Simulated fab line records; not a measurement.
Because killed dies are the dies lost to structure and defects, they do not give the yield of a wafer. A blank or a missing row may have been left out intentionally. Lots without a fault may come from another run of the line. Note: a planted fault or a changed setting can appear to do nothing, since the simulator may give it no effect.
Code-filled problem report in 8D (eight disciplines) form -- flow n5-finfet -- the parts of the form that need people (team, actions taken, sign-off) are left out

## 1. THE ISSUE
Wafers free of any fault read -0.2 nm (standard deviation 0.62) for V4_OVL at N5_BEOL_M5_OVL_MEAS_29, against a mean of 6.9 nm on 6 wafers of 2 lots. Relative to the usual mean, that is a shift of +11 standard deviations.
Seen first at day 12 17:23 on overlay-02, wafer L325.2. The record holds 27 wafers of 9 lots with a number at this step. The rule behind "out" and "out of limits": a value lying over 4 standard deviations away from the usual mean. The rest of the wafers with a number are treated as sound.

## 2. WHAT IT IS, AND WHAT IT ISN'T
question,is,is not
which readings at this step,V4_OVL,-
which lots,"L323, L325","L309, L312, L313, L315, L324, L328, L329"
which wafers of those lots,all that have a number,-
read on which gauges,overlay-02,overlay-01
when,from day 12 17:23,"up to then (15 sound wafers); but 6 sound wafers of L328, L329 came after"

## 3. SUSPECTS, AND WHAT RULES EACH OUT
Counting: a tool at any process step up to the reading remains a suspect when it ran all the lots that are out and ran no sound lot after the first of those.
- the gauge at N5_BEOL_M5_OVL_MEAS_29: kept. All the wafers that are out were read on overlay-02, and no step on other tools shows them out.
- euv-scanner-01 at N5_BEOL_M5_EXPOSE_25 (exposes mask V4, defocus 10 nm): kept. Every lot that is out went through it, starting with L325 (day 12 17:14), and after that it ran no sound lot; the last sound lot it ran before then is L324 (day 12 11:04).
What counting leaves: euv-scanner-01 at N5_BEOL_M5_EXPOSE_25 and overlay-02 at N5_BEOL_M5_OVL_MEAS_29.

## 4. THE CAUSE (what the simulator had put in)
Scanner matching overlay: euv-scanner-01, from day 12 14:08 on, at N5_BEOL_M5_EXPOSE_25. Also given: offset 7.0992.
This tool is one of the 2 suspects left after counting.

## 5. SEQUENCE OF EFFECTS, ordered by route
Each row: a reading where the mean over the struck wafers with a number is more than 3 standard deviations away from the usual. Scope: only readings with a usual standard deviation given in the record; hours: median across lots of the time from each lot's start at the first step in this table that gives one to its start at this step; sigmas: change in usual standard deviations.
hours,step,reading,usual,on struck wafers,change,sigmas
0,N5_BEOL_M5_OVL_MEAS_29,V4_OVL,-0.2 nm,6.9,+7.1,+11

## 6. HOW IT WOULD HAVE BEEN CAUGHT EARLIER
Counted from the fault's start at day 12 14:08, it took 3 hours until the first out-of-limits reading at a measuring or inspecting step in this record, taken at day 12 17:23.
Of the tool readings at N5_BEOL_M5_EXPOSE_25 for which the record gives a usual standard deviation, none was out on any struck wafer, so an alarm limit of 4 standard deviations on them would not have fired.
Lots out: 2; of these, L323 started N5_BEOL_M5_EXPOSE_25 on euv-scanner-01 after day 12 17:23. Had the tool been put on hold then, it would have been spared.
